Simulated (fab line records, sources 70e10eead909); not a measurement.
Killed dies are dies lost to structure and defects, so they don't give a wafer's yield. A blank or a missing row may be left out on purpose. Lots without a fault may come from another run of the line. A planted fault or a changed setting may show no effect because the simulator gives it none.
fab line records | flow nand_harc
record lots=7 wafers=20 last_day=32
route steps=1302 shown A_ONON_D2@550
lots that met no fault: from a run of the same line without faults
start_h: hours from the record's first day to the start of the lot's first wafer shown | wait_h: hours since the lot's step before | " the same as in the row above | L1.1+2: a row that stands for several wafers | - no value, or no start given | * or withheld: withheld | < > ~ a bound
route shown NAME@n: a module of which the file shows steps, and the number in the route of the first | usual: mean/standard deviation of fault-free wafers | same: alike in all rows | chamber/n: place in a boat | sites: the reading at each site | _std_site: their standard deviation | _edge_site: outer sites' mean less inner sites' | radius_mm: how far each site lies from the wafer's centre | mask NAME#n: copy n | behind: the tool/chamber that last shaped the wafer | hold: why the lot was held/for how many hours/how that ended | device: the transistor (n, p or np) that didn't switch | end of line: the same wafers' tests at the end of the route | a step without rows: its recipe alone | killed: dies lost to structure and defects at the first sort, not the wafer's yield | map: a wafer's dies, x killed, . not, _ none there
set.NAME: the setting as run; set.NAME@STEP: as run at that earlier step | model.NAME: the simulator's own value behind a step, which no gauge read
lots at some steps of the route; a table a step, a row a wafer
services: from which hour (start_h, from the record's first day; less than 0 if before it) a tool's chamber was out of use, for how many hours, and why
## steps
# step NHARC_A_ONON_D2_THK_MEAS_08
# recipe thk_meas_gauge=ellipsometry
# usual thk_nm=1001/12
# columns lot.wafer tool chamber start_h wait_h thk_nm
L477.1 film_metro-02 - 271.68 - 1004
L477.2 " - " " 1003
L477.6 " - " " 1003
L488.2 film_metro-01 - 389.94 - 967
L488.3 " - " " 971
L489.3 film_metro-01 - 393.19 - 1004
L489.4 " - " " 1003
L489.6 " - " " 1004
L490.3 film_metro-01 - 402.13 - 1017
L490.4 " - " " 1018
L490.5 " - " " 1015
L494.1 film_metro-01 - 447.25 - 1003
L494.2 " - " " 1003
L494.4 " - " " 1005
L497.1 film_metro-02 - 490.78 - 1027
L497.3 " - " " 1024
L497.4 " - " " 1027
L498.3 film_metro-02 - 490.81 - 1005
L498.4 " - " " 1003
L498.5 " - " " 1002
# step NHARC_A_ONON_D2_DEP_09
# recipe target_thk_a=10000 n2_flow_sccm=2750 n2o_flow_sccm=2000 nh3_flow_sccm=500 sih4_flow_sccm=210 temp_c=400
# step NHARC_A_ONON_D2_THK_MEAS_11
# recipe thk_meas_gauge=ellipsometry
# usual thk_nm=1001/12
# columns lot.wafer tool chamber start_h wait_h thk_nm
L477.1 film_metro-02 - 272.25 - 987
L477.2 " - " " 989
L477.6 " - " " 987
L488.2 film_metro-01 - 390.51 - 1005
L488.3 " - " " 1004
L489.3 film_metro-02 - 393.76 - 1001
L489.4 " - " " 1001
L489.6 " - " " 1002
L490.3 film_metro-01 - 402.70 - 992
L490.4 " - " " 994
L490.5 " - " " 992
L494.1 film_metro-01 - 447.81 - 988
L494.2 " - " " 987
L494.4 " - " " 989
L497.1 film_metro-01 - 491.34 - 1013
L497.3 " - " " 1012
L497.4 " - " " 1013
L498.3 film_metro-02 - 491.37 - 986
L498.4 " - " " 988
L498.5 " - " " 988
# step NHARC_A_ONON_D2_DEP_12
# recipe target_thk_a=10000 n2_flow_sccm=2750 n2o_flow_sccm=2000 nh3_flow_sccm=500 sih4_flow_sccm=210 temp_c=400
# step NHARC_A_ONON_D2_THK_MEAS_14
# recipe thk_meas_gauge=ellipsometry
# usual thk_nm=999/8.3
# columns lot.wafer tool chamber start_h wait_h thk_nm
L477.1 film_metro-01 - 272.81 - 1016
L477.2 " - " " 1016
L477.6 " - " " 1016
L488.2 film_metro-02 - 391.08 - 994
L488.3 " - " " 993
L489.3 film_metro-02 - 394.33 - 994
L489.4 " - " " 994
L489.6 " - " " 995
L490.3 film_metro-01 - 403.27 - 983
L490.4 " - " " 981
L490.5 " - " " 984
L494.1 film_metro-02 - 448.38 - 1002
L494.2 " - " " 999
L494.4 " - " " 999
L497.1 film_metro-02 - 491.91 - 1009
L497.3 " - " " 1008
L497.4 " - " " 1009
L498.3 film_metro-01 - 491.94 - 993
L498.4 " - " " 990
L498.5 " - " " 991
# step NHARC_A_ONON_D2_ANNEAL_15
# recipe temp_c=750 time_s=3600
# step NHARC_A_ONON_D2_DEP_16
# recipe target_thk_a=10000 n2_flow_sccm=2750 n2o_flow_sccm=2000 nh3_flow_sccm=500 sih4_flow_sccm=210 temp_c=400
# step NHARC_A_ONON_D2_THK_MEAS_18
# recipe thk_meas_gauge=ellipsometry
# usual thk_nm=1000/8.3
# columns lot.wafer tool chamber start_h wait_h thk_nm
L477.1 film_metro-01 - 282.61 - 997
L477.2 " - " " 999
L477.6 " - " " 1000
L488.2 film_metro-02 - 398.58 - 997
L488.3 " - " " 997
L489.3 film_metro-02 - 403.03 - 992
L489.4 " - " " 992
L489.6 " - " " 993
L490.3 film_metro-02 - 410.63 - 1011
L490.4 " - " " 1011
L490.5 " - " " 1010
L494.1 film_metro-01 - 456.03 - 1001
L494.2 " - " " 1004
L494.4 " - " " 1001
L497.1 film_metro-01 - 500.61 - 1000
L497.3 " - " " 996
L497.4 " - " " 999
L498.3 film_metro-02 - 500.62 - 1001
L498.4 " - " " 1001
L498.5 " - " " 1000
# step NHARC_A_ONON_D2_DEP_19
# recipe target_thk_a=10000 n2_flow_sccm=2750 n2o_flow_sccm=2000 nh3_flow_sccm=500 sih4_flow_sccm=210 temp_c=400
# step NHARC_A_ONON_D2_THK_MEAS_21
# recipe thk_meas_gauge=ellipsometry
# usual thk_nm=1000/10
# columns lot.wafer tool chamber start_h wait_h thk_nm
L477.1 film_metro-02 - 283.18 - 990
L477.2 " - " " 991
L477.6 " - " " 989
L488.2 film_metro-01 - 399.15 - 994
L488.3 " - " " 994
L489.3 film_metro-02 - 403.60 - 1006
L489.4 " - " " 1005
L489.6 " - " " 1006
L490.3 film_metro-02 - 411.20 - 1002
L490.4 " - " " 1003
L490.5 " - " " 1003
L494.1 film_metro-01 - 456.60 - 1005
L494.2 " - " " 1003
L494.4 " - " " 1003
L497.1 film_metro-02 - 501.18 - 1001
L497.3 " - " " 1002
L497.4 " - " " 1000
L498.3 film_metro-01 - 501.19 - 981
L498.4 " - " " 982
L498.5 " - " " 981
# step NHARC_A_ONON_D2_DEP_22
# recipe target_thk_a=10000 n2_flow_sccm=2750 n2o_flow_sccm=2000 nh3_flow_sccm=500 sih4_flow_sccm=210 temp_c=400
# step NHARC_A_ONON_D2_THK_MEAS_24
# recipe thk_meas_gauge=ellipsometry
# usual thk_nm=1002/10
# columns lot.wafer tool chamber start_h wait_h thk_nm
L477.1 film_metro-02 - 283.74 - 1002
L477.2 " - " " 1001
L477.6 " - " " 1001
L488.2 film_metro-01 - 399.72 - 975
L488.3 " - " " 975
L489.3 film_metro-01 - 404.17 - 1011
L489.4 " - " " 1011
L489.6 " - " " 1013
L490.3 film_metro-02 - 411.77 - 1018
L490.4 " - " " 1019
L490.5 " - " " 1017
L494.1 film_metro-01 - 457.17 - 1014
L494.2 " - " " 1013
L494.4 " - " " 1014
L497.1 film_metro-02 - 501.75 - 1010
L497.3 " - " " 1008
L497.4 " - " " 1008
L498.3 film_metro-01 - 501.75 - 1000
L498.4 " - " " 1001
L498.5 " - " " 1001
# step NHARC_A_ONON_D2_DEP_25
# recipe target_thk_a=10000 n2_flow_sccm=2750 n2o_flow_sccm=2000 nh3_flow_sccm=500 sih4_flow_sccm=210 temp_c=400
# columns lot.wafer tool chamber start_h wait_h
L477.1+2+6 pecvd_onon-02 0 283.80 0.1
L488.2+3 pecvd_onon-01 0 399.83 0.1
L489.3+4+6 pecvd_onon-01 0 404.35 0.2
L490.3+4+5 pecvd_onon-01 0 411.94 0.2
L494.1+2+4 pecvd_onon-04 0 457.22 0.1
L497.1+3+4 pecvd_onon-02 0 501.80 0.1
L498.3+4+5 pecvd_onon-01 0 501.92 0.2
# step NHARC_A_ONON_D2_THK_MEAS_27
# recipe thk_meas_gauge=ellipsometry
# usual thk_nm=1000/9.2
# columns lot.wafer tool chamber start_h wait_h thk_nm
L477.1 film_metro-01 - 284.31 - 1008
L477.2 " - " " 1009
L477.6 " - " " 1008
L488.2 film_metro-01 - 400.28 - 658
L488.3 " - " " 657
L489.3 film_metro-02 - 404.74 - 637
L489.4 " - " " 990
L489.6 " - " " 991
L490.3 film_metro-01 - 412.33 - 663
L490.4 " - " " 1015
L490.5 " - " " 1015
L494.1 film_metro-01 - 457.73 - 991
L494.2 " - " " 993
L494.4 " - " " 991
L498.3 film_metro-02 - 502.32 - 1001
L498.4 " - " " 1001
L498.5 " - " " 998
L497.1 film_metro-01 - 502.32 - 998
L497.3 " - " " 999
L497.4 " - " " 998
# step NHARC_A_ONON_D2_DEP_28
# recipe target_thk_a=10000 n2_flow_sccm=2750 n2o_flow_sccm=2000 nh3_flow_sccm=500 sih4_flow_sccm=210 temp_c=400
## services
# columns tool chamber start_h hours kind
pecvd_onon-01 - 269.67 13.0 pm
pecvd_onon-02 - 290.64 2.7 repair
pecvd_onon-04 - 311.00 13.0 pm
pecvd_onon-02 - 366.09 13.0 pm
pecvd_onon-01 - 450.67 13.0 pm
pecvd_onon-04 - 492.00 13.0 pm
## key
first_sign step=NHARC_A_ONON_D2_THK_MEAS_27 reading=thk_nm direction=down sigmas=38 usual=1000 struck=653
effect none on later readings
met_at NHARC_A_ONON_D2_DEP_25
struck_wafers L488.2,L488.3,L489.3,L490.3
later_rows_left_out L488.2,L488.3,L489.3,L490.3
sort_left_out L488.2,L488.3,L489.3,L490.3
tester_left_out L488,L489,L490
fault kind=process_parameter_drift tool=pecvd_onon-01 chamber=- onset_h=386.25 steps=NHARC_A_ONON_D2_DEP_25 channel=target_thk_a offset=* shape=step end_h=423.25 scope=struck_wafers_only acts_in=* stated=*
# tester_left_out: of these lots the tester's yield and bins aren't shown, on N5 and GAA mostly nor the transistor test; their killed dies are dies lost to structure and defects alone, not to doping, threshold or leakage, so they don't give the yield
# sort_left_out: the simulated sort isn't trusted on such a fault, so these wafers' sort isn't shown, and their yield isn't known
# later_rows_left_out: the simulator's readings of these wafers behind a module that went badly wrong aren't trusted and aren't shown, but for the sort
